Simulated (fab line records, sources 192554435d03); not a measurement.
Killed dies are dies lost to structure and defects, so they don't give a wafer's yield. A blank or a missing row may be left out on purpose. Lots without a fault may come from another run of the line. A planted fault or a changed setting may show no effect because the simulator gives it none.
Chamber matching | flow n5_finfet | N5_BEOL_M14_DESCUM_15 on rie_diel-05: 4 sister chambers
The step chemistry O2, time 7.9 s. 4 wafers are shown with their chamber, then 12 later ones without.

WAFERS WITH THEIR CHAMBER
wafer  | chamber | drypump_motor_current_A (A)
L088.4 | 3       | 5.4
L096.2 | 0       | 6.5
L096.4 | 1       | 6.5
L096.6 | 2       | 6.2

WAFERS WITHOUT THEIR CHAMBER
wafer  | drypump_motor_current_A (A)
L092.2 | 6.3
L092.4 | 5.4
L092.6 | 5.4
L094.1 | 6.4
L094.2 | 6.5
L094.4 | 6.3
L095.3 | 5.4
L095.4 | 6.5
L095.6 | 5.4
L090.2 | 6.4
L090.4 | 5.4
L090.6 | 6.4

WHICH CHAMBER EACH WENT THROUGH
wafer  | from the rows above          | in truth
L092.2 | can't be placed: 2 or 0 or 1 | 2
L092.4 | 3                            | 3
L092.6 | 3                            | 3
L094.1 | can't be placed: 0 or 1 or 2 | 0
L094.2 | can't be placed: 0 or 1      | 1
L094.4 | can't be placed: 2 or 0 or 1 | 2
L095.3 | 3                            | 3
L095.4 | can't be placed: 0 or 1      | 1
L095.6 | 3                            | 3
L090.2 | can't be placed: 0 or 1 or 2 | 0
L090.4 | 3                            | 3
L090.6 | can't be placed: 0 or 1 or 2 | 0
Placed correctly: 5 of 12. Can't be placed from these rows: 7 (the true chamber is among the candidates in 7). Placed wrongly: 0.
How it was worked out, from the rows above alone: a wafer's distance from a chamber is the root of the sum, over the readings, of the square of ((its reading less the chamber's mean) divided by the reading's scatter). The wafer belongs to the nearest chamber; if the next one is less than 2 further off, it can't be placed. A chamber's mean is the mean of its shown wafers. The scatter: with one shown wafer a chamber, the root of the mean of the squares of how far each hidden wafer lies from its nearest shown one.
